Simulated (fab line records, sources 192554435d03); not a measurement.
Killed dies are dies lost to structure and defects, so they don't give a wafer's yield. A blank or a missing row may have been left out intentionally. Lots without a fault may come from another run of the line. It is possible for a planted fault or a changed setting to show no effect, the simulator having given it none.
Split-lot experiment || flow n5Finfet || 7 lots, 21 wafers read, on a route of 1938 steps

ABOUT THE SPLIT
At N5_HKMG_FIN_COAT_30 (time 60 s, resist thk 35 nm), the setting spinRpm was moved away from the recipe's 1500 rpm on 5 of the 21 wafers read, by -7.1% to -2.9%. All remaining wafers had this setting at the recipe value.

FROM THE SPLIT TO THE READING: what the file shows between them, 3 steps
- N5_HKMG_FIN_COAT_06: resist thk 90 nm
- N5_HKMG_FIN_EBR_08
- N5_HKMG_FIN_DESCUM_17: chemistry O2, time 7.9 s

THE READING
CAR-ArF_of_HKMG_FIN_COAT_06.thkNm (the simulator's own value, which no gauge read), in nm, at N5_HKMG_FIN_ETCH_31 (etches SiARC in CF4, target depth 45.5 nm, time 75.8 s). The file does not state a usual value for it. The 16 wafers here that ran the recipe average 51.1 nm, standard deviation 0.2 nm.

{"wafer": "L076.1", "tool, chamber at the split": "lithoTrack-02, 0", "spinRpm as run, rpm": 1500, "against the recipe": "recipe", "CAR-ArF_of_HKMG_FIN_COAT_06.thkNm, nm": 51.2, "against lot-mates on the recipe": "-"}
{"wafer": "L076.3", "tool, chamber at the split": "lithoTrack-02, 0", "spinRpm as run, rpm": 1431, "against the recipe": "-4.6%", "CAR-ArF_of_HKMG_FIN_COAT_06.thkNm, nm": 50, "against lot-mates on the recipe": -1.1}
{"wafer": "L076.5", "tool, chamber at the split": "lithoTrack-02, 0", "spinRpm as run, rpm": 1500, "against the recipe": "recipe", "CAR-ArF_of_HKMG_FIN_COAT_06.thkNm, nm": 51, "against lot-mates on the recipe": "-"}
{"wafer": "L077.1", "tool, chamber at the split": "lithoTrack-04, 0", "spinRpm as run, rpm": 1500, "against the recipe": "recipe", "CAR-ArF_of_HKMG_FIN_COAT_06.thkNm, nm": 50.8, "against lot-mates on the recipe": "-"}
{"wafer": "L077.2", "tool, chamber at the split": "lithoTrack-04, 0", "spinRpm as run, rpm": 1500, "against the recipe": "recipe", "CAR-ArF_of_HKMG_FIN_COAT_06.thkNm, nm": 51, "against lot-mates on the recipe": "-"}
{"wafer": "L077.6", "tool, chamber at the split": "lithoTrack-04, 0", "spinRpm as run, rpm": 1500, "against the recipe": "recipe", "CAR-ArF_of_HKMG_FIN_COAT_06.thkNm, nm": 50.6, "against lot-mates on the recipe": "-"}
{"wafer": "L079.4", "tool, chamber at the split": "lithoTrack-01, 0", "spinRpm as run, rpm": 1456, "against the recipe": "-2.9%", "CAR-ArF_of_HKMG_FIN_COAT_06.thkNm, nm": 50.4, "against lot-mates on the recipe": -0.8}
{"wafer": "L079.5", "tool, chamber at the split": "lithoTrack-01, 0", "spinRpm as run, rpm": 1456, "against the recipe": "-2.9%", "CAR-ArF_of_HKMG_FIN_COAT_06.thkNm, nm": 50.4, "against lot-mates on the recipe": -0.8}
{"wafer": "L079.6", "tool, chamber at the split": "lithoTrack-01, 0", "spinRpm as run, rpm": 1500, "against the recipe": "recipe", "CAR-ArF_of_HKMG_FIN_COAT_06.thkNm, nm": 51.2, "against lot-mates on the recipe": "-"}
{"wafer": "L081.1", "tool, chamber at the split": "lithoTrack-01, 0", "spinRpm as run, rpm": 1500, "against the recipe": "recipe", "CAR-ArF_of_HKMG_FIN_COAT_06.thkNm, nm": 51.2, "against lot-mates on the recipe": "-"}
{"wafer": "L081.5", "tool, chamber at the split": "lithoTrack-01, 0", "spinRpm as run, rpm": 1447, "against the recipe": "-3.5%", "CAR-ArF_of_HKMG_FIN_COAT_06.thkNm, nm": 50.8, "against lot-mates on the recipe": -0.4}
{"wafer": "L081.6", "tool, chamber at the split": "lithoTrack-01, 0", "spinRpm as run, rpm": 1500, "against the recipe": "recipe", "CAR-ArF_of_HKMG_FIN_COAT_06.thkNm, nm": 51.2, "against lot-mates on the recipe": "-"}
{"wafer": "L082.2", "tool, chamber at the split": "lithoTrack-01, 0", "spinRpm as run, rpm": 1500, "against the recipe": "recipe", "CAR-ArF_of_HKMG_FIN_COAT_06.thkNm, nm": 51.2, "against lot-mates on the recipe": "-"}
{"wafer": "L082.5", "tool, chamber at the split": "lithoTrack-01, 0", "spinRpm as run, rpm": 1500, "against the recipe": "recipe", "CAR-ArF_of_HKMG_FIN_COAT_06.thkNm, nm": 51.2, "against lot-mates on the recipe": "-"}
{"wafer": "L082.3", "tool, chamber at the split": "lithoTrack-01, 0", "spinRpm as run, rpm": 1500, "against the recipe": "recipe", "CAR-ArF_of_HKMG_FIN_COAT_06.thkNm, nm": 51.4, "against lot-mates on the recipe": "-"}
{"wafer": "L086.1", "tool, chamber at the split": "lithoTrack-02, 0", "spinRpm as run, rpm": 1500, "against the recipe": "recipe", "CAR-ArF_of_HKMG_FIN_COAT_06.thkNm, nm": 51, "against lot-mates on the recipe": "-"}
{"wafer": "L086.2", "tool, chamber at the split": "lithoTrack-02, 0", "spinRpm as run, rpm": 1500, "against the recipe": "recipe", "CAR-ArF_of_HKMG_FIN_COAT_06.thkNm, nm": 51.2, "against lot-mates on the recipe": "-"}
{"wafer": "L086.4", "tool, chamber at the split": "lithoTrack-02, 0", "spinRpm as run, rpm": 1500, "against the recipe": "recipe", "CAR-ArF_of_HKMG_FIN_COAT_06.thkNm, nm": 51.2, "against lot-mates on the recipe": "-"}
{"wafer": "L087.1", "tool, chamber at the split": "lithoTrack-02, 0", "spinRpm as run, rpm": 1500, "against the recipe": "recipe", "CAR-ArF_of_HKMG_FIN_COAT_06.thkNm, nm": 51, "against lot-mates on the recipe": "-"}
{"wafer": "L087.2", "tool, chamber at the split": "lithoTrack-02, 0", "spinRpm as run, rpm": 1394, "against the recipe": "-7.1%", "CAR-ArF_of_HKMG_FIN_COAT_06.thkNm, nm": 49.2, "against lot-mates on the recipe": -1.7}
{"wafer": "L087.4", "tool, chamber at the split": "lithoTrack-02, 0", "spinRpm as run, rpm": 1500, "against the recipe": "recipe", "CAR-ArF_of_HKMG_FIN_COAT_06.thkNm, nm": 50.8, "against lot-mates on the recipe": "-"}

THE FIT
A straight line over all 21 wafers: CAR-ArF_of_HKMG_FIN_COAT_06.thkNm changes by +0.233 nm for each +1% of spinRpm; r = +0.90; the points scatter about the line by 0.23 nm.
The same after taking each lot's own level away (the mean of its wafers on the recipe; 21 wafers): +0.231 nm for each +1%; r = +0.96; scatter 0.14 nm.
On that fit, the largest move of spinRpm shifts the reading by 1.6 nm.
The lots' own levels span 50.80 to 51.27 nm, that is 2.4 times the standard deviation above.
The two slopes are in agreement: the lot-to-lot level therefore moves the slope only a little.
Check: for one of the wafers moved furthest among these (-7.1%), held out of the fit, the line's prediction against its lot-mates is -1.55 nm. Against them it came out at -1.7 nm.

OTHER SPLITS ON THESE WAFERS
Note: prior to the reading, these wafers also went through further splits. Each is held against what the fit with the lots' levels taken away leaves over:
{"other split on the same wafers": "N5_WELL_APT_EXPOSE_22 doseMj", "wafers away from the commonest value": 7, "r with CAR-ArF_of_HKMG_FIN_COAT_06.thkNm (lot level and that fit taken away)": "+0.19"}
{"other split on the same wafers": "N5_WELL_APT_PEB_23 pebTempC", "wafers away from the commonest value": 5, "r with CAR-ArF_of_HKMG_FIN_COAT_06.thkNm (lot level and that fit taken away)": -0.03}
{"other split on the same wafers": "N5_FIN_SAQP_SPACER1_ALD_24 aldCycles", "wafers away from the commonest value": 8, "r with CAR-ArF_of_HKMG_FIN_COAT_06.thkNm (lot level and that fit taken away)": "+0.27"}
{"other split on the same wafers": "N5_FIN_CUT_COAT_19 spinRpm", "wafers away from the commonest value": 7, "r with CAR-ArF_of_HKMG_FIN_COAT_06.thkNm (lot level and that fit taken away)": -0.11}
{"other split on the same wafers": "N5_FIN_CUT_EXPOSE_05 doseMj", "wafers away from the commonest value": 8, "r with CAR-ArF_of_HKMG_FIN_COAT_06.thkNm (lot level and that fit taken away)": "+0.48"}
{"other split on the same wafers": "N5_SD_EPI_N_ETCH_45 targetDepthA", "wafers away from the commonest value": 8, "r with CAR-ArF_of_HKMG_FIN_COAT_06.thkNm (lot level and that fit taken away)": "+0.18"}
{"other split on the same wafers": "N5_SD_EPI_P_EPI_21 epiGrowthTimeS", "wafers away from the commonest value": 6, "r with CAR-ArF_of_HKMG_FIN_COAT_06.thkNm (lot level and that fit taken away)": -0.35}
{"other split on the same wafers": "N5_SD_ACTIVATION_LSA_01 tempC", "wafers away from the commonest value": 7, "r with CAR-ArF_of_HKMG_FIN_COAT_06.thkNm (lot level and that fit taken away)": -0.14}

THE WHOLE CHAIN: every reading that the file lists as answering this split, in the file's order
{"step": "N5_HKMG_FIN_COAT_30", "what it does": "time 60 s, resist thk 35 nm", "reading": "SiARC_of_HKMG_FIN_COAT_30.thkNm (the simulator's own value, which no gauge read)", "change (the file's fit)": "-0.185 nm for each +1% of the setting", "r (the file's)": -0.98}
{"step": "N5_HKMG_FIN_ETCH_31", "what it does": "etches SiARC in CF4, target depth 45.5 nm, time 75.8 s", "reading": "etch.depthNm (the simulator's own value, which no gauge read)", "change (the file's fit)": "-0.191 nm for each +1% of the setting", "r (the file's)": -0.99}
{"step": "N5_HKMG_FIN_ETCH_31", "what it does": "etches SiARC in CF4, target depth 45.5 nm, time 75.8 s", "reading": "CAR-ArF_of_HKMG_FIN_COAT_06.thkNm (the simulator's own value, which no gauge read)", "change (the file's fit)": "+0.226 nm for each +1% of the setting", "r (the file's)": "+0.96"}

FILE'S OWN FIT
CAR-ArF_of_HKMG_FIN_COAT_06.thkNm changes by +0.226 nm for each +1% of spinRpm, r = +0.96.
